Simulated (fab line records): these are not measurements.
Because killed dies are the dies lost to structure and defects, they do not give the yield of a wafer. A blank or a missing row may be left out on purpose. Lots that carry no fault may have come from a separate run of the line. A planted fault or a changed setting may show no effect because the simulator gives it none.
What tool caused it?	flow n5Finfet	15 lots, 45 wafers sampled, at 4 steps of a route of 1938

## WHAT THE GAUGES SHOWED, per wafer
The record holds no reading of a measuring or inspecting step that can be judged against a usual standard deviation.

## TOOL THAT RAN EACH LOT (tool first, then ch and the chambers of the sampled wafers, then the start)
lot	N5_BEOL_M8_HM_DEP_02	N5_BEOL_M8_ETCH_61	N5_BEOL_M8_HM_OPEN_17	N5_BEOL_M8_PEB_26
L671	pvdSputter-03, day 9 21:06	rieDiel-04 ch 0,2,3, day 9 21:36	rieMetal-03 ch 1, day 9 21:52	lithoTrack-05 ch 0, day 9 23:31
L670	pvdSputter-03, day 9 21:14	rieDiel-01 ch 0,1, day 9 21:44	rieMetal-01 ch 0,1, day 9 21:59	lithoTrack-01 ch 0, day 9 23:23
L673	pvdSputter-02, day 10 04:26	rieDiel-04 ch 0,1,2, day 10 05:03	rieMetal-02 ch 0,1, day 10 05:17	lithoTrack-01 ch 0, day 10 08:37
L676	pvdSputter-03, day 11 11:14	rieDiel-05 ch 0,1,3, day 11 11:54	rieMetal-03 ch 0,1, day 11 12:09	lithoTrack-05 ch 0, day 11 13:35
L677	pvdSputter-01, day 11 19:44	rieDiel-01 ch 1,3, day 11 20:21	rieMetal-02 ch 0,1, day 11 20:35	lithoTrack-01 ch 0, day 11 21:16
L678	pvdSputter-03, day 12 09:07	rieDiel-01 ch 0,2,3, day 12 09:37	rieMetal-02 ch 0,1, day 12 09:52	lithoTrack-01 ch 0, day 12 11:41
L688	pvdSputter-01, day 14 05:07	rieDiel-04 ch 0,1,3, day 14 05:49	rieMetal-02 ch 0,1, day 14 06:04	lithoTrack-01 ch 0, day 14 07:34
L685	pvdSputter-01, day 14 12:04	rieDiel-04 ch 0,1, day 14 12:46	rieMetal-03 ch 0,1, day 14 13:00	lithoTrack-01, day 14 13:34
L686	pvdSputter-03, day 14 18:36	rieDiel-04 ch 0,1,2, day 14 19:06	rieMetal-02 ch 0,1, day 14 19:20	lithoTrack-05, day 14 20:42
L687	pvdSputter-03, day 14 20:54	rieDiel-04 ch 2,3, day 14 21:24	rieMetal-03 ch 0,1, day 14 21:40	lithoTrack-04, day 14 22:44
L690	pvdSputter-03, day 15 01:01	rieDiel-01 ch 0,1,3, day 15 01:39	rieMetal-02 ch 0,1, day 15 01:55	lithoTrack-04 ch 0, day 15 05:39
L692	pvdSputter-01, day 15 03:13	rieDiel-01 ch 0,1,3, day 15 03:50	rieMetal-02 ch 0,1, day 15 04:05	lithoTrack-04 ch 0, day 15 05:50
L689	pvdSputter-01, day 15 03:19	rieDiel-04 ch 2,3, day 15 04:00	rieMetal-03 ch 0,1, day 15 04:15	lithoTrack-05 ch 0, day 15 06:31
L693	pvdSputter-01, day 16 00:32	rieDiel-05 ch 0,1,3, day 16 01:09	rieMetal-03 ch 0,1, day 16 01:25	lithoTrack-04 ch 0, day 16 02:46
L691	pvdSputter-01, day 16 23:16	rieDiel-04 ch 0,1,3, day 16 23:59	rieMetal-01 ch 1, day 17 00:16	lithoTrack-04 ch 0, day 17 01:38
- N5_BEOL_M8_HM_DEP_02: deposits TiN, target thk 20 nm.
- N5_BEOL_M8_ETCH_61: etches SiARC in CF4, target depth 45.5 nm, time 75.8 s.
- N5_BEOL_M8_HM_OPEN_17: chemistry Cl2/BCl3, target TiN, target depth 20 nm, overetch 6 nm.
- N5_BEOL_M8_PEB_26: peb time 60 s.

## AS READ BY THE TOOLS THEMSELVES (means over the sampled wafers that have a number; for cases with no such wafer, the mark the record gives instead)
N5_BEOL_M8_HM_DEP_02.
lot	tool	chamberPressurePa (Pa)	substrateTempC (C)	susceptorTempC (C)	throttleValvePct (%)
L671	pvdSputter-03	0.5000	25.01	24.98	30.3
L670	pvdSputter-03	0.4997	25.07	24.89	29.7
L673	pvdSputter-02	0.4997	24.96	25.03	29.9
L676	pvdSputter-03	0.4999	25.00	24.97	30.4
L677	pvdSputter-01	0.5003	24.94	24.97	30.0
L678	pvdSputter-03	0.5008	25.06	25.00	30.5
L688	pvdSputter-01	0.5003	24.92	25.04	30.2
L685	pvdSputter-01	0.4988	25.02	25.03	30.1
L686	pvdSputter-03	0.4999	24.98	24.98	29.8
L687	pvdSputter-03	0.5003	24.98	24.77	30.1
L690	pvdSputter-03	0.4998	25.01	25.00	29.8
L692	pvdSputter-01	0.4995	25.09	25.02	30.7
L689	pvdSputter-01	0.4993	25.04	24.93	30.2
L693	pvdSputter-01	0.5001	24.96	25.03	30.5
L691	pvdSputter-01	0.5000	24.95	24.99	30.0

N5_BEOL_M8_ETCH_61.
lot	tool	drypumpMotorCurrentA (A)	etchRfOnTimeS (s)	oesProductAu (a.u.)	rfVppV (V)	showerheadPlenumPTorr (Torr)	throttleValvePct (%)
L671	rieDiel-04	6.2	76.0	0.65	184.0	2.17	15.59
L670	rieDiel-01	5.6	74.7	0.65	182.9	2.06	15.71
L673	rieDiel-04	5.8	76.1	0.63	182.9	2.11	15.64
L676	rieDiel-05	5.2	75.7	0.64	183.2	2.13	15.91
L677	rieDiel-01	5.4	75.4	0.73	183.6	2.14	15.38
L678	rieDiel-01	5.6	74.8	0.76	183.9	2.12	15.53
L688	rieDiel-04	6.1	75.2	0.66	184.5	2.12	15.55
L685	rieDiel-04	5.7	75.8	0.62	182.5	2.05	15.57
L686	rieDiel-04	5.8	75.6	0.68	183.2	2.10	15.54
L687	rieDiel-04	6.5	76.1	0.71	185.2	2.22	15.50
L690	rieDiel-01	5.5	75.4	0.65	183.8	2.09	15.62
L692	rieDiel-01	5.5	75.5	0.65	183.6	2.09	15.63
L689	rieDiel-04	6.2	76.2	0.74	185.0	2.20	15.48
L693	rieDiel-05	5.2	77.3	0.68	184.2	2.12	15.81
L691	rieDiel-04	6.0	75.3	0.64	183.5	2.11	15.59

N5_BEOL_M8_HM_OPEN_17.
lot	tool	drypumpMotorCurrentA (A)	oes_ar_750_au (a.u.)	oesProductAu (a.u.)	throttleValvePct (%)
L671	rieMetal-03	5.8	0.71	0.60	22.10
L670	rieMetal-01	5.9	0.72	0.62	22.17
L673	rieMetal-02	5.2	0.77	0.65	22.13
L676	rieMetal-03	5.8	0.78	0.66	22.03
L677	rieMetal-02	5.5	0.80	0.66	22.06
L678	rieMetal-02	5.5	0.79	0.66	22.06
L688	rieMetal-02	5.5	0.78	0.65	22.08
L685	rieMetal-03	5.7	0.76	0.64	22.04
L686	rieMetal-02	5.2	0.74	0.63	22.15
L687	rieMetal-03	5.7	0.82	0.69	21.96
L690	rieMetal-02	5.5	0.77	0.64	22.08
L692	rieMetal-02	5.5	0.78	0.65	22.08
L689	rieMetal-03	5.7	0.82	0.70	21.96
L693	rieMetal-03	5.7	0.81	0.69	21.96
L691	rieMetal-01	5.3	0.80	0.68	21.96

N5_BEOL_M8_PEB_26.
lot	tool	chillPlateTempC (C)	exhaustPa (Pa)
L671	lithoTrack-05	22.75	45.0
L670	lithoTrack-01	23.14	44.7
L673	lithoTrack-01	23.01	45.6
L676	lithoTrack-05	23.22	43.6
L677	lithoTrack-01	23.00	45.1
L678	lithoTrack-01	22.90	44.6
L688	lithoTrack-01	22.96	45.7
L685	lithoTrack-01	-	-
L686	lithoTrack-05	-	-
L687	lithoTrack-04	-	-
L690	lithoTrack-04	22.92	44.5
L692	lithoTrack-04	23.01	45.1
L689	lithoTrack-05	23.03	44.8
L693	lithoTrack-04	22.98	45.4
L691	lithoTrack-04	23.10	44.2

## THE ANSWER, worked out from the rows above alone
Rule: the usual values come from the lots themselves. Put in order of their means at a reading, lots are off if they are a third of the lots or fewer, leave a main group of 4 or more, and stand apart from it by a gap of 3 or more times the standard deviation of the main group's means; of several such gaps the widest counts. The tables above print the reading to a certain number of digits; a main group whose means all agree to those digits is not used. A lot without any number at a reading at which 4 lots or more have one is off too. All remaining lots with rows at the step are treated as sound. The gauges are gone through in route order, then the tools' own readings, and for those a lot's mean is taken as printed above. At the first step where some lot is off, the reading lying furthest off is the one used; lots without a number count as furthest.
Off: L685, L686, L687 (N5_BEOL_M8_PEB_26, chillPlateTempC). Without a number there: L685, L686, L687. Mean 23.00 C and standard deviation 0.12 in the main group.
A tool fits if, at that step or a process step before it, it ran every lot that is off, and no sound lot after the first of them. No candidate that was tried fits.

## WHAT WAS PUT IN BY THE SIMULATOR
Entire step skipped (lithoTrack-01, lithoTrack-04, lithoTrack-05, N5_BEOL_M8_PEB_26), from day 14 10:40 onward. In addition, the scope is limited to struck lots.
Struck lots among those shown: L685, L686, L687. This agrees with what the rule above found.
